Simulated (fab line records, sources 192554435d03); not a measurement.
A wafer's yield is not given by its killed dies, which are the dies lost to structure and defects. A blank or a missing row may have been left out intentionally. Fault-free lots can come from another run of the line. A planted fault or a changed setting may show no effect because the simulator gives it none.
Matching of chambers ; flow n5Finfet ; aldMetal-02 running N5_BEOL_M10_ALD_74: 4 sister chambers
The step deposits TaN, target thk 2 nm, pulse time 2 s, purge time 3 s. 24 wafers are shown with their chamber, then 12 later ones without.

## WAFERS, EACH WITH ITS CHAMBER
wafer;chamber;heaterPowerW (W)
L074.1;0;423
L074.3;1;408
L074.6;3;414
L075.1;2;454
L075.4;3;408
L075.5;3;417
L078.1;3;419
L078.5;0;431
L078.6;1;421
L076.4;1;415
L076.5;3;411
L076.6;2;459
L081.2;1;419
L081.3;3;413
L081.6;3;405
L079.1;2;458
L079.4;0;425
L079.5;0;430
L082.3;0;426
L082.5;0;435
L082.6;1;422
L083.2;0;424
L083.3;2;447
L083.5;0;446

SIGNATURES, as means of the wafers listed above
reading;chamber 0;chamber 1;chamber 2;chamber 3;scatter within a chamber
heaterPowerW;430.00;417.00;454.50;412.43;6.21
Rule: for a wafer and a chamber, the distance is found by dividing, reading by reading, the gap between the wafer's reading and the chamber's mean by the reading's scatter, squaring, summing and taking the root. The wafer belongs to the nearest chamber; if the next one is less than 2 further off, it can't be placed. The scatter is the square root of a quotient: the sum, over the shown wafers, of each reading's squared deviation from its chamber's mean, divided by wafers minus chambers.

## WAFERS MISSING THEIR CHAMBER
wafer;heaterPowerW (W)
L088.4;457
L088.5;428
L088.6;414
L085.1;423
L085.4;453
L085.5;423
L092.1;418
L092.2;459
L092.3;421
L095.2;436
L095.5;421
L095.6;413

## WHICH CHAMBER EACH ONE RAN IN
wafer;from the rows above;in truth
L088.4;2;2
L088.5;can't be placed: 0 or 1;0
L088.6;can't be placed: 3 or 1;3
L085.1;can't be placed: 1 or 0 or 3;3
L085.4;2;2
L085.5;can't be placed: 1 or 0 or 3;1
L092.1;can't be placed: 1 or 3 or 0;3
L092.2;2;2
L092.3;can't be placed: 1 or 3 or 0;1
L095.2;0;0
L095.5;can't be placed: 1 or 3 or 0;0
L095.6;can't be placed: 3 or 1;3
Correctly placed: 4 of 12. From these rows, 8 cannot be placed; in 8 the true chamber is one of the candidates. Placed wrongly: 0.
